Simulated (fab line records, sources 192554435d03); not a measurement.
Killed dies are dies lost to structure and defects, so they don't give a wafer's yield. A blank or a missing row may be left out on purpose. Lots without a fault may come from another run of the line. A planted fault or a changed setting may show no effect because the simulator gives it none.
Chamber matching | flow n5_finfet | N5_GATE_CUT_ETCH_36 on rie_diel-01: 4 sister chambers
The step etches SiARC in CF4, target depth 13 nm, time 21.7 s. 20 wafers are shown with their chamber, then 10 later ones without.

WAFERS WITH THEIR CHAMBER
wafer  | chamber | showerhead_plenum_p_Torr (Torr) | drypump_motor_current_A (A) | etch_rf_on_time_s (s)
L074.1 | 0       | 2.02                            | 5.3                         | 22.1
L074.5 | 1       | 2.07                            | 5.1                         | 22.4
L074.6 | 0       | 2.02                            | 5.3                         | 21.9
L075.2 | 3       | 2.22                            | 5.6                         | 21.3
L075.5 | 2       | 2.10                            | 5.5                         | 22.5
L075.6 | 3       | 2.22                            | 5.6                         | 21.2
L078.4 | 1       | 2.07                            | 5.1                         | 23.1
L078.5 | 3       | 2.21                            | 5.6                         | 21.3
L078.6 | 0       | 2.01                            | 5.4                         | 22.3
L079.1 | 0       | 2.01                            | 5.4                         | 22.0
L079.3 | 1       | 2.07                            | 5.1                         | 22.9
L079.4 | 1       | 2.07                            | 5.1                         | 22.8
L081.2 | 0       | 2.01                            | 5.3                         | 22.1
L081.3 | 3       | 2.21                            | 5.6                         | 21.2
L081.5 | 3       | 2.21                            | 5.6                         | 20.9
L086.1 | 3       | 2.21                            | 5.6                         | 20.5
L086.2 | 2       | 2.09                            | 5.5                         | 22.3
L086.3 | 1       | 2.06                            | 5.1                         | 22.9
L088.1 | 2       | 2.09                            | 5.4                         | 22.2
L088.3 | 3       | 2.21                            | 5.6                         | 20.4

SIGNATURES (means of the wafers above)
reading                  | chamber 0 | chamber 1 | chamber 2 | chamber 3 | scatter within a chamber
showerhead_plenum_p_Torr | 2.0140    | 2.0680    | 2.0933    | 2.2129    | 0.00506
drypump_motor_current_A  | 5.340     | 5.100     | 5.467     | 5.600     | 0.0342
etch_rf_on_time_s        | 22.080    | 22.820    | 22.333    | 20.971    | 0.283
Rule: a wafer's distance from a chamber is the root of the sum, over the readings, of the square of ((its reading less the chamber's mean) divided by the reading's scatter). The wafer belongs to the nearest chamber; if the next one is less than 2 further off, it can't be placed. The scatter: the root of (the sum of the squares of (reading less its chamber's mean) over the shown wafers, divided by (wafers less chambers)).

WAFERS WITHOUT THEIR CHAMBER
wafer  | showerhead_plenum_p_Torr (Torr) | drypump_motor_current_A (A) | etch_rf_on_time_s (s)
L088.5 | 2.21                            | 5.6                         | 20.4
L090.1 | 2.06                            | 5.1                         | 22.7
L090.2 | 2.09                            | 5.4                         | 22.3
L090.6 | 2.06                            | 5.1                         | 22.8
L096.1 | 2.21                            | 5.6                         | 20.4
L096.3 | 2.26                            | 5.3                         | 21.4
L096.5 | 2.06                            | 5.1                         | 22.8
L097.1 | 2.08                            | 5.5                         | 22.6
L097.4 | 2.26                            | 5.3                         | 21.3
L097.5 | 2.06                            | 5.1                         | 23.2

WHICH CHAMBER EACH WENT THROUGH
wafer  | from the rows above | in truth
L088.5 | 3                   | 3
L090.1 | 1                   | 1
L090.2 | 2                   | 2
L090.6 | 1                   | 1
L096.1 | 3                   | 3
L096.3 | 3                   | 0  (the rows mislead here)
L096.5 | 1                   | 1
L097.1 | 2                   | 2
L097.4 | 3                   | 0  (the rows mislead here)
L097.5 | 1                   | 1
Placed correctly: 8 of 10. Can't be placed from these rows: 0. Placed wrongly: 2.
